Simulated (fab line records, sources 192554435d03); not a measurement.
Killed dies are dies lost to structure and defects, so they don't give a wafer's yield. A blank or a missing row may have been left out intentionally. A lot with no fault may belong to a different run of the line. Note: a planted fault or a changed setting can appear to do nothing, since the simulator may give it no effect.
fab line records -- flow n5-finfet -- part 1 of 2: steps 1 to 3 of 6
record: lots: 21, wafers: 63, last-day: 22
route steps=1938 shown BEOL_M4@1069
lots with no fault: from the same line, run without faults
start-h: hours from the record's first day to the start of the lot's first wafer shown -- wait-h: hours elapsed since this lot's preceding step -- " identical to the entry in the row above -- L1.1+2: a single row standing in for several wafers -- - either no value or no given start -- * or withheld: withheld -- < > ~ a bound
route shown NAME@n: names a module that has steps shown in the file, with the first one's number in the route -- usual: mean and standard deviation over wafers with no fault -- same: alike in all rows -- chamber/n: place in a boat -- sites: each site's reading -- _std_site: their standard deviation -- _edge_site: outer sites' mean less inner sites' -- radius-mm: how far each site lies from the wafer's centre -- mask NAME#n: copy n -- behind: the tool/chamber that last shaped the wafer -- hold: what put the lot on hold/how long, in hours/how the hold closed -- device: the n, p or np transistor that did not switch -- end of line: tests run on the same wafers once the route is complete -- where a step has no rows: the recipe by itself -- killed: dies that structure and defects cost at the first sort, which is not the same as the wafer's yield -- map: dies across one wafer; x = killed, . = not, _ = none there
set.NAME: setting as actually run; set.NAME@STEP: the setting as run at that earlier step -- model.NAME: the simulator's own value behind a step, which no gauge read
route steps across a sampled set of lots; one table per step, one row per wafer
services: a tool's chamber out of use, with start hour (start-h, from the record's first day; less than 0 if before it), hours out, and reason
== steps ==
step: N5_BEOL_M4_STRIP_36
recipe: chemistry: N2/H2, power-w: 450, temp-c: 40, pressure-mtorr: 20, rf-frequency-hz: 6e+07, overash-fraction: 0.3, bias-power-w: 7, h2-frac: 0.5, n2-flow-sccm: 200, h2-flow-sccm: 200
usual: bias-power-w: 7.002/0.021, chamber-pressure-mTorr: 20.00/0.034, drypump-motor-current-A: 5.7/0.4, oes-product-au: 0.79/0.093, power-w: 450.1/1.3, rf-vpp-V: 59.1/1.4, showerhead-plenum-p-Torr: 2.57/0.099, throttle-valve-pct: 23.72/0.2
same: overash-fraction: 0.3
lot.wafer,tool,chamber,start-h,wait-h,bias-power-w,chamber-pressure-mTorr,drypump-motor-current-A,oes-product-au,power-w,rf-hours-counter-h,rf-vpp-V,showerhead-plenum-p-Torr,throttle-valve-pct
L074.1,rie-diel-02,2,192.01,0.0,6.972,20.03,5.7,0.79,449.4,102,61.5,2.67,24.00
L074.3,rie-diel-02,0,192.01,0.0,6.972,19.95,5.6,0.71,452.3,198,59.7,2.42,23.49
L074.5,rie-diel-02,3,192.01,0.0,7.013,19.94,5.6,0.76,451.0,-,59.8,2.43,23.84
L075.2,rie-diel-02,3,203.71,0.0,7.000,20.02,5.6,0.77,449.5,154,57.3,2.43,23.85
L075.4,rie-diel-02,0,203.71,0.0,6.995,20.00,5.6,0.72,450.5,201,61.0,2.42,23.49
L075.5,rie-diel-02,0,203.71,0.0,7.022,19.97,5.6,0.70,447.1,-,59.5,2.42,23.51
L077.1,rie-diel-02,0,215.76,0.0,7.041,20.01,5.6,0.70,450.3,205,61.1,2.41,23.51
L077.4,rie-diel-02,3,215.76,0.0,6.981,19.98,5.6,0.77,451.2,157,58.8,2.43,23.83
L077.6,rie-diel-02,1,215.76,0.0,6.994,19.97,5.8,0.73,451.8,-,59.3,2.63,23.62
L076.4,rie-diel-02,2,224.26,0.0,7.003,20.06,5.7,0.79,452.0,112,60.4,2.67,24.01
L076.5,rie-diel-02,0,224.26,0.0,7.031,19.98,5.6,0.69,450.2,-,56.6,2.41,23.51
L076.6,rie-diel-02,1,224.26,0.0,7.001,19.96,5.7,0.71,447.7,-,56.8,2.63,23.59
L078.4,rie-diel-04,0,233.95,0.0,7.016,19.97,6.1,0.92,451.7,23,60.9,2.71,23.56
L078.5,rie-diel-04,1,233.95,0.0,7.015,19.96,5.6,0.88,450.6,-,56.9,2.47,23.85
L078.6,rie-diel-04,2,233.95,0.0,7.031,19.99,5.1,0.67,449.6,-,58.3,2.49,23.54
L079.1,rie-diel-05,1,244.38,0.0,7.050,20.02,5.4,0.92,449.5,23,59.2,2.72,23.71
L079.3,rie-diel-05,0,244.38,0.0,6.989,20.02,6.3,0.86,449.7,39,57.9,2.60,23.86
L079.4,rie-diel-05,3,244.38,0.0,6.994,20.01,6.6,0.68,449.4,213,57.2,2.61,23.67
L081.1,rie-diel-04,0,284.87,0.0,6.998,20.00,6.1,0.89,450.2,38,60.9,2.70,23.61
L081.2,rie-diel-04,1,284.87,0.0,6.951,20.08,5.6,0.84,451.2,78,59.4,2.46,23.87
L081.4,rie-diel-04,3,284.87,0.0,6.957,19.97,5.1,0.96,451.0,17,58.9,2.59,23.76
L083.2,rie-diel-02,3,307.17,0.0,7.008,20.00,5.6,0.74,450.7,188,58.6,2.42,23.87
L083.3,rie-diel-02,1,307.17,0.0,7.040,19.98,5.8,0.70,452.4,208,60.1,2.62,23.63
L083.4,rie-diel-02,0,307.17,0.0,7.012,20.04,5.6,0.68,448.5,233,63.3,2.40,23.57
L084.4,rie-diel-05,1,318.06,0.0,7.013,19.98,5.4,0.88,450.6,43,59.6,2.71,23.75
L084.5,rie-diel-05,0,318.06,0.0,7.000,20.02,6.3,0.84,450.0,-,60.2,2.59,23.90
L084.6,rie-diel-05,1,318.06,0.0,7.034,20.00,5.4,0.87,451.5,-,58.4,2.71,23.74
L085.1,rie-diel-04,2,318.31,0.0,6.979,19.99,5.1,0.98,450.1,2,57.5,2.49,23.18
L085.2,rie-diel-04,0,318.31,0.0,7.009,20.05,6.1,0.86,448.8,48,59.6,2.70,23.61
L085.6,rie-diel-04,3,318.31,0.0,6.983,19.94,5.2,0.92,451.1,-,58.3,2.58,23.77
L087.2,rie-diel-02,1,341.81,0.0,7.006,19.96,5.7,0.69,451.1,218,59.6,2.62,23.64
L087.4,rie-diel-02,3,341.81,0.0,6.987,19.99,5.6,0.72,448.6,197,57.7,2.41,23.89
L087.6,rie-diel-02,2,341.81,0.0,6.999,20.05,5.6,0.75,449.4,-,59.3,2.65,24.03
L090.3,rie-diel-02,0,345.95,0.0,6.988,20.02,5.6,0.68,453.3,244,56.6,2.40,23.57
L090.5,rie-diel-02,1,345.95,0.0,6.998,19.98,5.8,0.70,449.5,-,57.8,2.61,23.64
L090.6,rie-diel-02,2,345.95,0.0,6.977,19.99,5.7,0.74,450.2,-,59.6,2.65,24.05
L088.2,rie-diel-05,0,349.00,0.0,7.006,20.05,6.3,0.83,449.5,65,58.4,2.58,23.93
L088.5,rie-diel-05,3,349.00,0.0,7.044,19.99,6.6,0.67,450.0,-,57.8,2.60,23.71
L088.6,rie-diel-05,0,349.00,0.0,6.999,19.97,6.3,0.83,450.9,-,59.9,2.58,23.93
L097.3,rie-diel-02,1,358.91,0.0,6.997,20.01,5.8,0.69,450.0,224,59.2,2.61,23.67
L097.4,rie-diel-02,3,358.91,0.0,6.984,20.03,5.6,0.73,451.2,203,59.3,2.41,23.89
L097.5,rie-diel-02,1,358.91,0.0,7.005,20.02,5.8,0.69,451.3,-,60.0,2.61,23.66
L095.4,rie-diel-02,0,363.47,0.0,6.980,19.96,5.6,0.66,451.1,250,58.6,2.40,23.53
L095.5,rie-diel-02,2,363.47,0.0,7.025,19.99,5.7,0.75,450.3,-,57.3,2.65,24.05
L095.6,rie-diel-02,1,363.47,0.0,7.015,19.97,5.7,0.70,449.8,-,59.4,2.61,23.69
L092.1,rie-diel-05,1,381.55,0.0,6.977,19.99,5.4,0.84,450.7,55,60.8,2.70,23.77
L092.2,rie-diel-05,3,381.55,0.0,7.009,20.08,6.6,0.66,449.4,247,59.0,2.60,23.72
L092.5,rie-diel-05,0,381.55,0.0,7.000,20.01,6.3,0.82,451.0,-,59.4,2.58,23.92
L094.1,rie-diel-05,1,384.35,0.0,6.959,20.03,5.4,0.87,449.6,56,58.9,2.70,23.77
L094.5,rie-diel-05,3,384.35,0.0,6.987,20.01,6.6,0.66,451.9,-,59.8,2.60,23.71
L094.6,rie-diel-05,2,384.35,0.0,7.036,19.97,5.8,0.91,448.9,-,58.0,2.59,23.52
L089.1,rie-diel-04,1,387.01,0.0,6.999,20.02,5.6,0.81,451.2,108,60.8,2.45,23.90
L089.2,rie-diel-04,0,387.01,0.0,7.039,19.99,6.1,0.84,447.0,69,59.2,2.69,23.62
L089.3,rie-diel-04,2,387.01,0.0,7.004,20.00,5.2,0.91,452.9,21,57.5,2.48,23.18
L093.1,rie-diel-05,3,387.14,0.0,7.033,20.04,6.6,0.67,450.6,249,57.8,2.60,23.75
L093.4,rie-diel-05,2,387.14,0.0,7.002,19.92,5.8,0.89,452.5,-,56.7,2.59,23.53
L093.5,rie-diel-05,1,387.14,0.0,7.011,19.95,5.4,0.86,449.5,-,61.6,2.70,23.80
L082.1,rie-diel-04,2,394.95,0.0,7.006,20.03,5.2,0.92,450.2,24,56.4,2.48,23.19
L082.3,rie-diel-04,3,394.95,0.0,7.025,19.96,5.2,0.88,452.6,48,59.6,2.58,23.81
L082.6,rie-diel-04,3,394.95,0.0,7.030,20.00,5.2,0.90,450.9,-,57.7,2.58,23.79
L096.3,rie-diel-05,3,394.99,0.0,7.000,20.04,6.6,0.66,450.5,253,58.4,2.60,23.75
L096.4,rie-diel-05,2,394.99,0.0,6.987,20.00,5.8,0.88,448.2,-,61.6,2.59,23.52
L096.6,rie-diel-05,1,394.99,0.0,6.955,20.03,5.4,0.86,452.1,-,58.2,2.70,23.78
step: N5_BEOL_M4_ETCH_41
recipe: chemistry: CH3F/O2, target: SiCN, target-depth-a: 299, taper-deg: 2, time-s: 52.5, ion-energy-ev: 120, mask-material: TiN, pressure-mtorr: 30, source-w: 395, bias-w: 75, Ar_flow_sccm: 150, CH3F_flow_sccm: 30, O2_flow_sccm: 20
usual: chamber-pressure-mTorr: 30.001/0.028, drypump-motor-current-A: 5.7/0.4, oes-product-au: 0.79/0.093, rf-vpp-V: 297.7/1.7, showerhead-plenum-p-Torr: 2.02/0.074, throttle-valve-pct: 16.36/0.17
lot.wafer,tool,chamber,start-h,wait-h,chamber-pressure-mTorr,drypump-motor-current-A,oes-product-au,rf-hours-counter-h,rf-vpp-V,showerhead-plenum-p-Torr,throttle-valve-pct
L074.1,rie-diel-02,2,-,-,30.004,5.7,0.80,102,299.7,2.09,16.36
L074.3,rie-diel-02,0,-,-,29.961,5.7,0.71,198,294.1,1.91,16.32
L074.5,rie-diel-02,3,-,-,29.990,5.6,0.76,-,296.6,1.92,16.48
L075.2,rie-diel-02,3,-,-,29.971,5.6,0.75,154,295.0,1.92,16.49
L075.4,rie-diel-02,0,-,-,29.973,5.6,0.70,201,296.2,1.91,16.32
L075.5,rie-diel-02,0,-,-,29.987,5.6,0.69,-,294.2,1.91,16.32
L077.1,rie-diel-02,0,-,-,29.986,5.6,0.70,205,294.9,1.91,16.31
L077.4,rie-diel-02,3,-,-,30.001,5.6,0.76,157,295.5,1.92,16.51
L077.6,rie-diel-02,1,-,-,29.965,5.8,0.73,-,299.3,2.07,16.35
L076.4,rie-diel-02,2,-,-,29.978,5.7,0.79,112,299.3,2.09,16.39
L076.5,rie-diel-02,0,-,-,30.001,5.6,0.69,-,295.7,1.90,16.34
L076.6,rie-diel-02,1,-,-,29.986,5.8,0.72,-,298.0,2.07,16.34
L078.4,rie-diel-04,0,-,-,30.014,6.1,0.93,23,301.2,2.12,16.12
L078.5,rie-diel-04,1,-,-,29.953,5.5,0.87,-,297.2,1.94,16.44
L078.6,rie-diel-04,2,-,-,29.983,5.1,0.68,-,297.6,1.97,16.51
L079.1,rie-diel-05,1,-,-,29.979,5.4,0.90,23,300.9,2.13,16.05
L079.3,rie-diel-05,0,-,-,30.027,6.3,0.88,39,298.0,2.03,16.21
L079.4,rie-diel-05,3,-,-,29.995,6.6,0.69,213,298.7,2.06,16.51
L081.1,rie-diel-04,0,-,-,29.986,6.0,0.89,38,300.2,2.12,16.13
L081.2,rie-diel-04,1,-,-,29.969,5.6,0.84,78,295.8,1.94,16.45
L081.4,rie-diel-04,3,-,-,29.955,5.1,0.94,17,298.2,2.04,16.10
L083.2,rie-diel-02,3,-,-,29.955,5.6,0.73,188,295.9,1.91,16.55
L083.3,rie-diel-02,1,-,-,30.056,5.7,0.71,208,298.3,2.06,16.41
L083.4,rie-diel-02,0,-,-,29.989,5.6,0.68,233,294.1,1.90,16.39
L084.4,rie-diel-05,1,-,-,29.980,5.4,0.88,43,298.3,2.13,16.08
L084.5,rie-diel-05,0,-,-,30.018,6.3,0.85,-,298.7,2.03,16.26
L084.6,rie-diel-05,1,-,-,30.017,5.4,0.87,-,299.1,2.13,16.09
L085.1,rie-diel-04,2,-,-,30.021,5.1,0.98,2,296.1,1.97,16.03
L085.2,rie-diel-04,0,-,-,30.011,6.1,0.88,48,299.6,2.11,16.16
L085.6,rie-diel-04,3,-,-,29.958,5.1,0.93,-,299.5,2.03,16.12
L087.2,rie-diel-02,1,-,-,29.986,5.7,0.70,218,297.3,2.06,16.43
L087.4,rie-diel-02,3,-,-,30.029,5.6,0.72,197,295.6,1.90,16.59
L087.6,rie-diel-02,2,-,-,29.972,5.6,0.75,-,300.4,2.08,16.45
L090.3,rie-diel-02,0,-,-,30.030,5.6,0.68,244,294.7,1.89,16.40
L090.5,rie-diel-02,1,-,-,30.017,5.8,0.70,-,300.3,2.06,16.42
L090.6,rie-diel-02,2,-,-,30.038,5.6,0.76,-,299.1,2.08,16.45
L088.2,rie-diel-05,0,-,-,30.002,6.3,0.84,65,297.8,2.02,16.28
L088.5,rie-diel-05,3,-,-,30.054,6.5,0.67,-,299.5,2.05,16.55
L088.6,rie-diel-05,0,-,-,29.994,6.3,0.84,-,296.6,2.02,16.27
L097.3,rie-diel-02,1,-,-,29.983,5.8,0.70,224,297.3,2.06,16.43
L097.4,rie-diel-02,3,-,-,30.032,5.6,0.72,203,294.3,1.90,16.60
L097.5,rie-diel-02,1,-,-,30.016,5.8,0.70,-,301.0,2.06,16.43
L095.4,rie-diel-02,0,-,-,29.977,5.6,0.67,250,295.2,1.89,16.42
L095.5,rie-diel-02,2,-,-,29.979,5.6,0.75,-,298.6,2.08,16.48
L095.6,rie-diel-02,1,-,-,29.969,5.7,0.69,-,298.6,2.06,16.43
L092.1,rie-diel-05,1,-,-,30.015,5.4,0.85,55,299.6,2.12,16.12
L092.2,rie-diel-05,3,-,-,29.967,6.6,0.67,247,298.8,2.05,16.57
L092.5,rie-diel-05,0,-,-,30.035,6.3,0.83,-,298.3,2.02,16.27
L094.1,rie-diel-05,1,-,-,30.049,5.4,0.85,56,299.6,2.12,16.10
L094.5,rie-diel-05,3,-,-,29.992,6.7,0.67,-,298.4,2.05,16.57
L094.6,rie-diel-05,2,-,-,30.012,5.8,0.90,-,297.0,2.04,16.34
L089.1,rie-diel-04,1,-,-,29.991,5.6,0.81,108,295.2,1.93,16.51
L089.2,rie-diel-04,0,-,-,30.015,6.1,0.85,69,298.9,2.11,16.21
L089.3,rie-diel-04,2,-,-,30.059,5.2,0.91,21,296.4,1.96,16.09
L093.1,rie-diel-05,3,-,-,30.012,6.6,0.67,249,297.3,2.05,16.57
L093.4,rie-diel-05,2,-,-,30.002,5.8,0.90,-,297.2,2.04,16.33
L093.5,rie-diel-05,1,-,-,30.026,5.4,0.85,-,298.6,2.12,16.12
L082.1,rie-diel-04,2,-,-,30.030,5.2,0.90,24,297.1,1.96,16.10
L082.3,rie-diel-04,3,-,-,29.965,5.1,0.90,48,297.0,2.03,16.17
L082.6,rie-diel-04,3,-,-,30.018,5.1,0.89,-,296.9,2.03,16.15
L096.3,rie-diel-05,3,-,-,30.032,6.6,0.67,253,298.4,2.05,16.58
L096.4,rie-diel-05,2,-,-,30.032,5.8,0.90,-,297.8,2.04,16.33
L096.6,rie-diel-05,1,-,-,29.991,5.4,0.84,-,298.2,2.12,16.13
step: N5_BEOL_M4_STRIP_97
recipe: chemistry: N2/H2, time-s: 10, power-w: 450, temp-c: 40, pressure-mtorr: 20, rf-frequency-hz: 6e+07, bias-power-w: 7, n2-flow-sccm: 200, h2-flow-sccm: 200
usual: bias-power-w: 7.001/0.023, chamber-pressure-mTorr: 19.999/0.018, drypump-motor-current-A: 5.7/0.4, oes-product-au: 0.79/0.094, rf-vpp-V: 59.4/0.95, showerhead-plenum-p-Torr: 2.57/0.099, throttle-valve-pct: 23.72/0.2
lot.wafer,tool,chamber,start-h,wait-h,bias-power-w,chamber-pressure-mTorr,drypump-motor-current-A,oes-product-au,rf-hours-counter-h,rf-vpp-V,showerhead-plenum-p-Torr,throttle-valve-pct
L074.1,rie-diel-02,2,-,-,7.019,20.005,5.7,0.79,102,61.3,2.67,23.97
L074.3,rie-diel-02,0,-,-,7.008,19.989,5.6,0.70,198,58.4,2.42,23.48
L074.5,rie-diel-02,3,-,-,6.990,20.011,5.6,0.76,-,60.3,2.43,23.83
L075.2,rie-diel-02,3,-,-,6.966,20.029,5.6,0.77,154,59.1,2.43,23.84
L075.4,rie-diel-02,0,-,-,7.047,19.978,5.6,0.70,201,58.9,2.42,23.48
L075.5,rie-diel-02,0,-,-,7.048,20.027,5.6,0.70,-,59.9,2.42,23.49
L077.1,rie-diel-02,0,-,-,7.021,19.996,5.6,0.70,205,57.4,2.41,23.50
L077.4,rie-diel-02,3,-,-,7.012,19.986,5.6,0.76,157,58.8,2.43,23.84
L077.6,rie-diel-02,1,-,-,6.971,20.018,5.8,0.72,-,59.8,2.63,23.60
L076.4,rie-diel-02,2,-,-,7.040,20.019,5.7,0.79,112,60.3,2.67,23.99
L076.5,rie-diel-02,0,-,-,6.983,20.008,5.6,0.70,-,57.6,2.41,23.49
L076.6,rie-diel-02,1,-,-,7.024,19.998,5.8,0.72,-,60.0,2.63,23.59
L078.4,rie-diel-04,0,-,-,6.989,20.004,6.1,0.92,24,59.6,2.71,23.57
L078.5,rie-diel-04,1,-,-,6.961,19.943,5.6,0.88,-,58.6,2.47,23.84
L078.6,rie-diel-04,2,-,-,7.031,20.028,5.2,0.68,-,59.5,2.49,23.55
L079.1,rie-diel-05,1,-,-,6.952,20.020,5.4,0.91,23,59.2,2.72,23.74
L079.3,rie-diel-05,0,-,-,6.982,20.005,6.3,0.88,39,58.3,2.60,23.88
L079.4,rie-diel-05,3,-,-,7.010,19.975,6.6,0.70,213,60.2,2.61,23.70
L081.1,rie-diel-04,0,-,-,6.979,20.007,6.1,0.89,38,59.9,2.70,23.60
L081.2,rie-diel-04,1,-,-,7.002,20.012,5.6,0.84,78,58.0,2.46,23.88
L081.4,rie-diel-04,3,-,-,6.989,19.991,5.1,0.95,17,59.9,2.59,23.77
L083.2,rie-diel-02,3,-,-,7.013,19.996,5.6,0.74,188,59.1,2.42,23.88
L083.3,rie-diel-02,1,-,-,7.014,20.017,5.7,0.72,208,59.3,2.62,23.63
L083.4,rie-diel-02,0,-,-,7.036,19.976,5.6,0.68,233,59.2,2.40,23.53
L084.4,rie-diel-05,1,-,-,7.047,19.999,5.4,0.87,43,60.6,2.71,23.75
L084.5,rie-diel-05,0,-,-,6.984,19.975,6.3,0.84,-,61.0,2.59,23.88
L084.6,rie-diel-05,1,-,-,7.024,20.017,5.4,0.87,-,59.0,2.71,23.78
L085.1,rie-diel-04,2,-,-,6.978,20.023,5.2,0.97,2,60.1,2.48,23.14
L085.2,rie-diel-04,0,-,-,7.026,19.997,6.1,0.88,48,57.6,2.70,23.62
L085.6,rie-diel-04,3,-,-,6.991,19.997,5.2,0.93,-,58.4,2.58,23.78
L087.2,rie-diel-02,1,-,-,6.989,19.985,5.7,0.70,218,59.2,2.62,23.64
L087.4,rie-diel-02,3,-,-,7.028,19.973,5.6,0.73,197,60.0,2.41,23.90
L087.6,rie-diel-02,2,-,-,6.994,20.028,5.7,0.75,-,59.9,2.65,24.04
L090.3,rie-diel-02,0,-,-,7.005,19.984,5.6,0.67,244,57.6,2.40,23.54
L090.5,rie-diel-02,1,-,-,6.986,19.987,5.7,0.70,-,58.3,2.61,23.65
L090.6,rie-diel-02,2,-,-,6.994,19.989,5.6,0.75,-,59.1,2.65,24.03
L088.2,rie-diel-05,0,-,-,6.983,19.997,6.3,0.83,65,59.8,2.58,23.90
L088.5,rie-diel-05,3,-,-,7.013,20.035,6.6,0.67,-,59.6,2.60,23.73
L088.6,rie-diel-05,0,-,-,7.014,20.003,6.3,0.83,-,58.5,2.58,23.91
L097.3,rie-diel-02,1,-,-,7.019,19.992,5.7,0.69,224,59.0,2.61,23.66
L097.4,rie-diel-02,3,-,-,6.909,19.979,5.6,0.72,203,57.2,2.41,23.90
L097.5,rie-diel-02,1,-,-,7.016,20.016,5.8,0.70,-,59.8,2.61,23.66
L095.4,rie-diel-02,0,-,-,6.987,20.023,5.6,0.67,250,61.1,2.40,23.55
L095.5,rie-diel-02,2,-,-,7.053,19.982,5.7,0.74,-,61.6,2.65,24.03
L095.6,rie-diel-02,1,-,-,7.020,19.980,5.8,0.69,-,58.3,2.61,23.67
L092.1,rie-diel-05,1,-,-,7.002,20.014,5.4,0.86,55,59.9,2.70,23.78
L092.2,rie-diel-05,3,-,-,7.016,20.008,6.6,0.66,247,59.6,2.60,23.72
L092.5,rie-diel-05,0,-,-,6.983,19.950,6.3,0.82,-,59.2,2.58,23.91
L094.1,rie-diel-05,1,-,-,6.992,20.012,5.4,0.86,56,58.4,2.70,23.77
L094.5,rie-diel-05,3,-,-,6.986,20.015,6.6,0.67,-,60.0,2.60,23.74
L094.6,rie-diel-05,2,-,-,6.988,20.001,5.8,0.91,-,59.0,2.59,23.51
L089.1,rie-diel-04,1,-,-,6.994,19.998,5.6,0.82,108,57.8,2.45,23.93
L089.2,rie-diel-04,0,-,-,7.008,19.977,6.1,0.86,69,60.1,2.69,23.64
L089.3,rie-diel-04,2,-,-,7.059,19.997,5.2,0.92,21,60.3,2.48,23.19
L093.1,rie-diel-05,3,-,-,6.978,19.971,6.6,0.66,249,60.8,2.60,23.74
L093.4,rie-diel-05,2,-,-,7.002,19.994,5.8,0.89,-,59.7,2.59,23.51
L093.5,rie-diel-05,1,-,-,6.991,19.986,5.4,0.86,-,59.3,2.70,23.79
L082.1,rie-diel-04,2,-,-,6.993,19.988,5.1,0.91,24,60.1,2.48,23.19
L082.3,rie-diel-04,3,-,-,6.974,20.031,5.1,0.89,48,59.2,2.58,23.79
L082.6,rie-diel-04,3,-,-,6.994,20.010,5.1,0.89,-,59.7,2.58,23.81
L096.3,rie-diel-05,3,-,-,7.002,20.024,6.6,0.67,253,59.5,2.60,23.73
L096.4,rie-diel-05,2,-,-,7.011,19.997,5.8,0.88,-,59.6,2.59,23.54
L096.6,rie-diel-05,1,-,-,6.977,19.965,5.5,0.85,-,59.2,2.70,23.77
